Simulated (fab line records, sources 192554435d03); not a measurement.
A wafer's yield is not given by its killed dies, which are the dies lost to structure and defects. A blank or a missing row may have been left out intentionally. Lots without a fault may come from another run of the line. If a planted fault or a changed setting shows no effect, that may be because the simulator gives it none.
Which of the tools did it? :: flow n5Finfet :: 10 lots, 30 wafers sampled, at 5 steps of a route of 1938

== WHAT THE GAUGES SHOWED, per wafer ==
N5_BEOL_M6_INSPECT_58: inspects for defects (darkfield).
lot: L510
measured: day 8 19:02
on: defectInspect-02
rawDefectCount: 67 72 116

lot: L517
measured: day 10 11:13
on: defectInspect-02
rawDefectCount: 66 71 63

lot: L518
measured: day 10 18:00
on: defectInspect-01
rawDefectCount: 91 89 70

lot: L521
measured: day 11 16:55
on: defectInspect-02
rawDefectCount: 65 70 68

lot: L523
measured: day 12 04:10
on: defectInspect-02
rawDefectCount: 1155 1191 1116

lot: L525
measured: day 12 05:15
on: defectInspect-02
rawDefectCount: 1139 1158 1162

lot: L526
measured: day 13 10:04
on: defectInspect-02
rawDefectCount: 84 42 49

lot: L529
measured: day 14 13:22
on: defectInspect-01
rawDefectCount: 105 102 44

lot: L533
measured: day 14 19:26
on: defectInspect-02
rawDefectCount: 70 106 82

lot: L531
measured: day 14 21:14
on: defectInspect-01
rawDefectCount: 65 73 81

== TOOL THAT RAN EACH LOT (tool first, then ch and the chambers of the sampled wafers, then the start) ==
lot: L510
N5_BEOL_M6_VIA_ETCH_34: rieDiel-04 ch 0,1,3, day 8 16:34
N5_BEOL_M6_PRE_CLEAN_45: pvdSputter-03, day 8 17:27
N5_BEOL_M6_ALD_77: aldMetal-04 ch 0,1,2, day 8 17:32
N5_BEOL_M6_DEP_56: pecvd-02 ch 1,2, day 8 18:56

lot: L517
N5_BEOL_M6_VIA_ETCH_34: rieDiel-03 ch 1,2,3, day 10 06:44
N5_BEOL_M6_PRE_CLEAN_45: pvdSputter-03, day 10 07:39
N5_BEOL_M6_ALD_77: aldMetal-04 ch 0,2,3, day 10 07:43
N5_BEOL_M6_DEP_56: pecvd-02 ch 0,1,2, day 10 11:08

lot: L518
N5_BEOL_M6_VIA_ETCH_34: rieDiel-04 ch 0,2, day 10 15:12
N5_BEOL_M6_PRE_CLEAN_45: pvdSputter-03, day 10 16:01
N5_BEOL_M6_ALD_77: aldMetal-04 ch 0,3, day 10 16:05
N5_BEOL_M6_DEP_56: pecvd-03 ch 0,1,2, day 10 17:54

lot: L521
N5_BEOL_M6_VIA_ETCH_34: rieDiel-05 ch 1,2,3, day 11 13:48
N5_BEOL_M6_PRE_CLEAN_45: pvdSputter-02, day 11 14:44
N5_BEOL_M6_ALD_77: aldMetal-03 ch 0,1,2, day 11 14:49
N5_BEOL_M6_DEP_56: pecvd-03 ch 0,1, day 11 16:49

lot: L523
N5_BEOL_M6_VIA_ETCH_34: rieDiel-05 ch 1,2,3, day 12 01:09
N5_BEOL_M6_PRE_CLEAN_45: pvdSputter-02, day 12 02:15
N5_BEOL_M6_ALD_77: aldMetal-01 ch 2,3, day 12 02:19
N5_BEOL_M6_DEP_56: pecvd-02 ch 0,1,2, day 12 04:05

lot: L525
N5_BEOL_M6_VIA_ETCH_34: rieDiel-05 ch 0,2,3, day 12 01:36
N5_BEOL_M6_PRE_CLEAN_45: pvdSputter-02, day 12 02:31
N5_BEOL_M6_ALD_77: aldMetal-03 ch 0,1,2, day 12 02:35
N5_BEOL_M6_DEP_56: pecvd-02 ch 1,2, day 12 05:10

lot: L526
N5_BEOL_M6_VIA_ETCH_34: rieDiel-04 ch 1,2,3, day 13 07:20
N5_BEOL_M6_PRE_CLEAN_45: pvdSputter-01, day 13 08:13
N5_BEOL_M6_ALD_77: aldMetal-03 ch 0,1, day 13 08:19
N5_BEOL_M6_DEP_56: pecvd-03 ch 1,2, day 13 09:58

lot: L529
N5_BEOL_M6_VIA_ETCH_34: rieDiel-03 ch 2,3, day 14 10:16
N5_BEOL_M6_PRE_CLEAN_45: pvdSputter-03, day 14 11:16
N5_BEOL_M6_ALD_77: aldMetal-04 ch 0,3, day 14 11:21
N5_BEOL_M6_DEP_56: pecvd-03 ch 0,1, day 14 13:17

lot: L533
N5_BEOL_M6_VIA_ETCH_34: rieDiel-03 ch 1,2,3, day 14 16:58
N5_BEOL_M6_PRE_CLEAN_45: pvdSputter-01, day 14 17:50
N5_BEOL_M6_ALD_77: aldMetal-01 ch 1,2,3, day 14 17:55
N5_BEOL_M6_DEP_56: pecvd-03 ch 0,1,2, day 14 19:20

lot: L531
N5_BEOL_M6_VIA_ETCH_34: rieDiel-03 ch 0,3, day 14 17:22
N5_BEOL_M6_PRE_CLEAN_45: pvdSputter-01, day 14 18:10
N5_BEOL_M6_ALD_77: aldMetal-01 ch 1,2, day 14 18:14
N5_BEOL_M6_DEP_56: pecvd-02 ch 0,2, day 14 21:08
- N5_BEOL_M6_VIA_ETCH_34: etches SiCOH lowk in C4F6/O2, target depth 126.3 nm, time 50.9 s.
- N5_BEOL_M6_PRE_CLEAN_45: time 30 s.
- N5_BEOL_M6_ALD_77: deposits TaN, target thk 2 nm, pulse time 2 s, purge time 3 s.
- N5_BEOL_M6_DEP_56: deposits SiCN from 3MS/NH3, target thk 10 nm, time 17.5 s.

== THE ANSWER, worked out from the rows above alone ==
Rule: what is usual is taken from the lots themselves. The widest of any qualifying gaps counts: lots, ordered by their means at a reading, are off when they make up no more than a third of the lots, leave a main group of 4 or more, and stand apart from it by 3 or more times the standard deviation of that group's means. Not used: any main group whose means are identical at the precision the tables above print for the reading. A lot without any number at a reading at which 4 lots or more have one is off too. The other lots that the step has rows for count as sound.
Off at N5_BEOL_M6_INSPECT_58 (rawDefectCount): L523, L525. The main group: mean 75, standard deviation 9.8.
If a tool, at a process step before that reading, ran all the lots that are off and no sound lot after the first of them, it fits. Gauges at N5_BEOL_M6_INSPECT_58: tried the same way as those tools. Can't be told from this: 2 tools fit, rieDiel-05 at N5_BEOL_M6_VIA_ETCH_34, pvdSputter-02 at N5_BEOL_M6_PRE_CLEAN_45.

== WHAT THE SIMULATOR HAD PUT IN ==
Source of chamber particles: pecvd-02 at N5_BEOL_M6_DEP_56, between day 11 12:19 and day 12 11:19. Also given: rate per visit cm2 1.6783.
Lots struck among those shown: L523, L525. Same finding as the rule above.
